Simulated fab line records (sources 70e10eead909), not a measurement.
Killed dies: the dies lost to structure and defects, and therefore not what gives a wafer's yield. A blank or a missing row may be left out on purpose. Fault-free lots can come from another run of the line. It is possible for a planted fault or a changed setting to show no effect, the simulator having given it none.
Comparing a struck lot with a sound one + flow nand_harc + 24 out of 1302 route steps
Sound: the wafers L530.1, L530.3, L530.6. Wafers L540.2, L540.3, L540.5 were the ones struck. At the end, the cause is stated.
Order at every step that has rows: each side's tool, ch and its chambers, its first start. Under that, the readings that differ: sound wafers + struck wafers + difference of the means + sigmas: that difference in standard deviations of wafers without a fault.
alike: readings with means less than 2 such deviations apart, plus words and numbers identical on both sides. not compared: withheld readings, readings lacking a value on some wafer, bounds such as >300 that could conceal the same value, and numbers that have no deviation in the record and whose values overlap.
A row with sigmas, a row that says differs or no value, or rows on one side alone: a step with any of these is where the two part. When numbers do not overlap yet have no deviation, they are printed without sigmas and do not part them. Lack of a reading on every wafer of one side parts them only where that side has two or more wafers.

NHARC_P_CONTACT_DEP_30: deposits SiNx, target thk 30 nm.
  sound on pecvd-04 ch 1,2, day 7 18:08; struck on pecvd-01 ch 0,1, day 11 22:25
  alike: heater_power_outer_w, heater_power_w
NHARC_P_CONTACT_DEP_00: deposits SiO2, target thk 500 nm.
  sound on pecvd-04 ch 1,2; struck on pecvd-01 ch 0,1
  alike: chamber_pressure_Torr, heater_power_outer_w, heater_power_w, throttle_valve_pct
NHARC_P_CONTACT_CMP_01: polishes SiO2, target thk 200 nm.
  sound on cmp-02 ch 0,1,3, day 7 18:53; struck on cmp-02 ch 0,1,3, day 11 23:10
  alike: motor_current_A
then, 8 steps without rows for these wafers: NHARC_P_CONTACT_SRD_03; NHARC_P_CONTACT_DEHYDRATE_04 (time 120 s); NHARC_P_CONTACT_HMDS_05 (time 30 s); NHARC_P_CONTACT_COAT_33 (time 75 s); NHARC_P_CONTACT_COAT_34 (time 65 s); NHARC_P_CONTACT_COAT_06 (resist thk 90 nm); NHARC_P_CONTACT_SOFTBAKE_07 (time 55 s); NHARC_P_CONTACT_EBR_08.
NHARC_P_CONTACT_EXPOSE_09: exposes mask P CA, target cd 90 nm.
  sound on arfi_scanner-01 ch 0, day 7 19:32; struck on arfi_scanner-03 ch 0, day 11 23:42
| reading              | sound             | struck               | difference | sigmas      |
|----------------------|-------------------|----------------------|------------|-------------|
| exposure_dose_mJ_cm2 | 81.37 81.24 81.20 | 104.01 103.91 103.83 | +22.65     | +99 or more |
  alike: mask, reticle_temp_C
then, 2 steps without rows for these wafers: NHARC_P_CONTACT_PEB_10 (peb time 65 s); NHARC_P_CONTACT_DEVELOP_11 (develop time 35 s).
NHARC_P_CONTACT_CD_MEAS_12 targets a cd of 90 nm.
  sound on cd_sem-01 ch 0, day 7 19:41; struck on cd_sem-02 ch 0, day 11 23:50
| reading    | sound          | struck            | difference | sigmas |
|------------|----------------|-------------------|------------|--------|
| cd_nm (nm) | 89.8 89.9 89.7 | 104.8 105.4 104.5 | +15.1      | +34    |
NHARC_P_CONTACT_OVL_MEAS_13:
  sound: overlay-01 at day 7 19:46; struck: overlay-01 at day 11 23:56
  alike: overlay_x_nm, overlay_y_nm
NHARC_P_CONTACT_INSPECT_14:
  sound: defect_inspect-01 at day 7 19:49; struck: defect_inspect-02 at day 11 23:58
  alike: raw_defect_count
NHARC_P_CONTACT_DESCUM_17: chemistry O2, time 3 s.
  sound on rie_diel-06 ch 0,1,3, day 7 19:53; struck on rie_diel-03 ch 0,2, day 12 00:02
| reading                    | sound            | struck            | difference | sigmas |
|----------------------------|------------------|-------------------|------------|--------|
| model.P_CONTACT.cd_nm (nm) | 90.62 89.6 89.87 | 105.8 105.6 105.1 | +15.5      |        |
  alike: drypump_motor_current_A, oes_product_au, rf_vpp_V, showerhead_plenum_p_Torr, throttle_valve_pct
  not compared: rf_hours_counter_h
then, 1 step without rows for these wafers: NHARC_P_CONTACT_ETCH_35 (etches the open film in CF4, target depth 39 nm, time 65 s).
NHARC_P_CONTACT_ETCH_36: etches the open film in N2/H2, target depth 260 nm, time 406.25 s.
  sound on rie_diel-06 ch 0,3; struck on rie_diel-03 ch 0,1,2
  alike: drypump_motor_current_A, oes_product_au, rf_vpp_V, showerhead_plenum_p_Torr, throttle_valve_pct
  not compared: rf_hours_counter_h
NHARC_P_CONTACT_ETCH_18: etches the open film in C4F8/O2/Ar, target depth 481 nm, time 240.5 s.
  sound on rie_diel-06 ch 0,2,3; struck on rie_diel-03 ch 0,1
  alike: oes_product_au, rf_vpp_V
  not compared: rf_hours_counter_h
then, 1 step without rows for these wafers: NHARC_P_CONTACT_STRIP_37 (strips in C4F8/O2/Ar).
NHARC_P_CONTACT_ETCH_31: etches the open film in CH3F/O2, target depth 30 nm, time 85.7 s.
  sound on rie_diel-06 ch 0,2,3; struck on rie_diel-03 ch 1,2
| reading                    | sound             | struck            | difference | sigmas |
|----------------------------|-------------------|-------------------|------------|--------|
| model.P_CONTACT.cd_nm (nm) | 88.52 88.48 90.38 | 104.3 104.5 105.2 | +15.5      |        |
  alike: drypump_motor_current_A, oes_product_au, rf_vpp_V, showerhead_plenum_p_Torr, throttle_valve_pct
  not compared: rf_hours_counter_h
NHARC_P_CONTACT_CD_MEAS_19:
  sound: cd_sem-02 at day 7 20:44; struck: cd_sem-02 at day 12 01:03
| reading    | sound          | struck            | difference | sigmas |
|------------|----------------|-------------------|------------|--------|
| cd_nm (nm) | 88.5 88.3 90.2 | 104.2 104.6 105.1 | +15.6      | +14    |

## WHERE THEY PART
At NHARC_P_CONTACT_EXPOSE_09 first; at NHARC_P_CONTACT_CD_MEAS_19 last (within this record only).

WHY: what had been put in by the simulator
Process parameter drift: arfi_scanner-03, from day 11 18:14 on, at NHARC_P_CONTACT_EXPOSE_09. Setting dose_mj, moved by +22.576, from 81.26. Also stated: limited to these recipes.
